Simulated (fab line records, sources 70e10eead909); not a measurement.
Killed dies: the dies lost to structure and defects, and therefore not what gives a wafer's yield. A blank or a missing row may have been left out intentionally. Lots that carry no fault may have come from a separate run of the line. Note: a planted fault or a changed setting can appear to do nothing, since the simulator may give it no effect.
Which of the tools did it? -- flow nand-harc -- 45 wafers from 15 lots sampled at 2 of the route's 1302 steps

== WHAT THE GAUGES SHOWED, per wafer ==
NHARC_P_STI_OVL_MEAS_10.
lot,measured,on,overlay-x-nm (nm),overlay-y-nm (nm)
L251,day 3 06:46,overlay-01,-5 -4 -5,-3 -3 -3
L252,day 3 14:43,overlay-02,4 3 4,-19 -20 -20
L254,day 4 10:29,overlay-02,-1 0 0,2 2 2
L255,day 4 21:24,overlay-02,1 0 0,14 15 14
L260,day 6 22:50,overlay-01,-3 -3 -3,19 18 18
L261,day 7 08:40,overlay-02,4 4 4,-1 -1 -2
L262,day 7 18:07,overlay-01,5 5 5,8 8 8
L264,day 8 17:50,overlay-02,-6 -5 -6,6 6 6
L266,day 9 12:26,overlay-01,8 8 9,8 8 8
L267,day 9 20:29,overlay-01,1 0 0,2 2 2
L268,day 10 10:29,overlay-01,-3 -3 -4,2 2 2
L269,day 10 19:48,overlay-02,3 3 3,8 8 7
L270,day 11 06:50,overlay-01,1 1 2,-3 -2 -3
L271,day 11 12:54,overlay-01,5 5 5,-2 -1 -2
L272,day 11 22:26,overlay-02,5 5 6,-14 -13 -13

== WHAT TOOL EACH LOT RAN ON (gives the tool, then ch and the chambers of the sampled wafers, and finally the start) ==
lot,NHARC_P_ZERO_WELL_RTA_42
L251,"rtp-anneal-01 ch 0, day 2 12:58"
L252,"rtp-anneal-02 ch 0, day 2 23:09"
L254,"rtp-anneal-02 ch 0, day 3 18:55"
L255,"rtp-anneal-01 ch 0, day 4 06:04"
L260,"rtp-anneal-02 ch 0, day 6 07:09"
L261,"rtp-anneal-01 ch 0, day 6 16:38"
L262,"rtp-anneal-02 ch 0, day 7 02:51"
L264,"rtp-anneal-01 ch 0, day 8 01:25"
L266,"rtp-anneal-02 ch 0, day 8 18:55"
L267,"rtp-anneal-01 ch 0, day 9 04:45"
L268,"rtp-anneal-02 ch 0, day 9 15:47"
L269,"rtp-anneal-01 ch 0, day 10 00:44"
L270,"rtp-anneal-01 ch 0, day 10 11:13"
L271,"rtp-anneal-01 ch 0, day 10 20:54"
L272,"rtp-anneal-01 ch 0, day 11 07:01"
- NHARC_P_ZERO_WELL_RTA_42: time 300 s.

== AS READ BY THE TOOLS THEMSELVES (means over the sampled wafers that have a number; for cases with no such wafer, the mark the record gives instead) ==
NHARC_P_ZERO_WELL_RTA_42.
lot,tool,anneal-temp-c-max,lamp-power-pct (%),lamp_zone_7_pct (%),wafer_temp_C_max
L251,rtp-anneal-01,1104.3,37.6,37.9,1108.6
L252,rtp-anneal-02,1106.4,36.4,36.8,1104.1
L254,rtp-anneal-02,1105.5,36.4,36.7,1103.3
L255,rtp-anneal-01,1104.5,37.5,37.9,1108.3
L260,rtp-anneal-02,1104.9,36.4,36.8,1105.0
L261,rtp-anneal-01,1104.7,37.5,37.9,1107.0
L262,rtp-anneal-02,1105.2,36.4,36.7,1103.7
L264,rtp-anneal-01,1104.5,37.5,37.8,1109.9
L266,rtp-anneal-02,1104.0,36.4,36.8,1103.8
L267,rtp-anneal-01,1105.0,37.5,37.8,1107.3
L268,rtp-anneal-02,1104.6,36.4,36.7,1105.1
L269,rtp-anneal-01,1105.3,37.5,37.9,1107.4
L270,rtp-anneal-01,1105.0,37.5,37.8,1108.0
L271,rtp-anneal-01,1105.3,37.5,37.9,1109.4
L272,rtp-anneal-01,1106.3,37.6,37.8,1108.8

== THE ANSWER, worked out from the rows above alone ==
Rule: the usual values come from the lots themselves. The widest of any qualifying gaps counts: lots, ordered by their means at a reading, are off when they make up no more than a third of the lots, leave a main group of 4 or more, and stand apart from it by 3 or more times the standard deviation of that group's means. A main group is skipped when, at the precision printed for the reading in the tables above, its means are all equal. Also off: a lot with no number at a reading for which 4 or more lots have one. Any other lot the step has rows for is counted as sound. After the gauges, taken in route order, come the tools' own readings; for these a lot's mean is taken, as printed above. The first step at which some lot is off is used, and at that step the reading that is off furthest; a lot without a number counts as furthest.
Across all readings shown, no lot is off: no conclusion can be drawn from this.

== WHAT THE SIMULATOR PUT IN ==
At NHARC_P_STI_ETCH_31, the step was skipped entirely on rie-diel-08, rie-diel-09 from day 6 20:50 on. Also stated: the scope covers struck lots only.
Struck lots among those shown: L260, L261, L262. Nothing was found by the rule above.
